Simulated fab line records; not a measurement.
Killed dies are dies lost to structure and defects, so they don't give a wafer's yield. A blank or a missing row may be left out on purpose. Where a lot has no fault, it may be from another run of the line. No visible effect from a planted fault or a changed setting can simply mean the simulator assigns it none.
Check of tool commonality -- flow nand_harc -- Sample size 2 lots and 6 wafers

REASON FOR OPENING
At NHARC_END_SORT_01 the reading killed_at_array is flagged on 2 of 2 lots. No-fault wafers: 53, standard deviation 18.
Rule: a lot gets a flag if all its wafers with a number sit over 4 standard deviations from that mean, or if no wafer of it has a number. All remaining lots are regarded as sound.

lot,measured,on,"killed_at_array, wafer by wafer",flag
L225,day 32 21:18,prober-01,676 674 674,FLAGGED
L226,day 32 21:48,prober-02,676 675 673,FLAGGED
The numbers of the flagged lots are 675 on average: +622 against the usual, or +35 standard deviations.

WHICH TOOL RAN EACH LOT
Before the reading, the record contains 4 process steps out of a 1302-step route. Cell contents, in order: the tool; ch with the chambers the sampled wafers went through; the start.
lot,flag,NHARC_A_CONTACT_ETCH_31,NHARC_A_CONTACT_ETCH_139,NHARC_A_CONTACT_ALD_18,NHARC_A_CONTACT_CMP_20
L225,FLAGGED,"rie_diel-05 ch 0,1,2, day 30 11:02 or earlier","har_cap_etch-01 ch 0,1, day 30 11:02","ald_metal-02 ch 0,2, day 30 12:49","cmp-02 ch 0,2,3, day 30 13:56"
L226,FLAGGED,"rie_diel-05 ch 1,2,3, day 30 17:46 or earlier","har_cap_etch-01 ch 0,1, day 30 17:46","ald_metal-02 ch 0,1,2, day 30 19:55","cmp-01 ch 1,2,3, day 30 21:00"
What the steps here do:
- NHARC_A_CONTACT_ETCH_31: etches the open film in O2/COS, target depth 2800 nm, time 728 s.
- NHARC_A_CONTACT_ETCH_139: etches the open film in C4F8/O2/Ar, time 195 s, target depth 840 nm.
- NHARC_A_CONTACT_ALD_18: deposits TiN, target thk 3 nm, pulse time 1 s, ald cycles 150.
- NHARC_A_CONTACT_CMP_20: polishes, t overpolish 30 s, target thk 300 nm.
- NHARC_END_SORT_01

FLAGGED AGAINST TOTAL, ONE TOOL AT A TIME (gauges that did the reading follow at the end)
step,tool,lots run,flagged,share of the flagged lots,sound lots run after its first flagged lot
NHARC_A_CONTACT_ETCH_31,rie_diel-05,2,2,all,0
NHARC_A_CONTACT_ETCH_139,har_cap_etch-01,2,2,all,0
NHARC_A_CONTACT_ALD_18,ald_metal-02,2,2,all,0
NHARC_A_CONTACT_CMP_20,cmp-01,1,1,some,0
NHARC_A_CONTACT_CMP_20,cmp-02,1,1,some,0
NHARC_END_SORT_01,prober-01,1,1,some,0
NHARC_END_SORT_01,prober-02,1,1,some,0
NHARC_A_CONTACT_ETCH_31 gives no start for some lots, so the hours and the order of its lots are those of NHARC_A_CONTACT_ETCH_139.

WHAT THE TABLE ALLOWS
Every flagged lot was run by 3 rows of the table: rie_diel-05 at NHARC_A_CONTACT_ETCH_31, har_cap_etch-01 at NHARC_A_CONTACT_ETCH_139 and ald_metal-02 at NHARC_A_CONTACT_ALD_18.
- rie_diel-05 at NHARC_A_CONTACT_ETCH_31 ran 2 lots, 2 of them flagged. In this sample it ran no sound lot ahead of its first flagged lot, so there is no way to narrow down the start.
- har_cap_etch-01 at NHARC_A_CONTACT_ETCH_139 ran 2 lots, 2 of them flagged. In this sample it ran no sound lot ahead of its first flagged lot, so there is no way to narrow down the start.
- ald_metal-02 at NHARC_A_CONTACT_ALD_18 ran 2 lots, 2 of them flagged. In this sample it ran no sound lot ahead of its first flagged lot, so there is no way to narrow down the start.
These 3 tools cannot be told apart by counting lots, since each of them fits a fault that started at some hour. More lots, or a look at what each step does to the wafer, might.

WHAT THE SIMULATOR HAD PUT IN
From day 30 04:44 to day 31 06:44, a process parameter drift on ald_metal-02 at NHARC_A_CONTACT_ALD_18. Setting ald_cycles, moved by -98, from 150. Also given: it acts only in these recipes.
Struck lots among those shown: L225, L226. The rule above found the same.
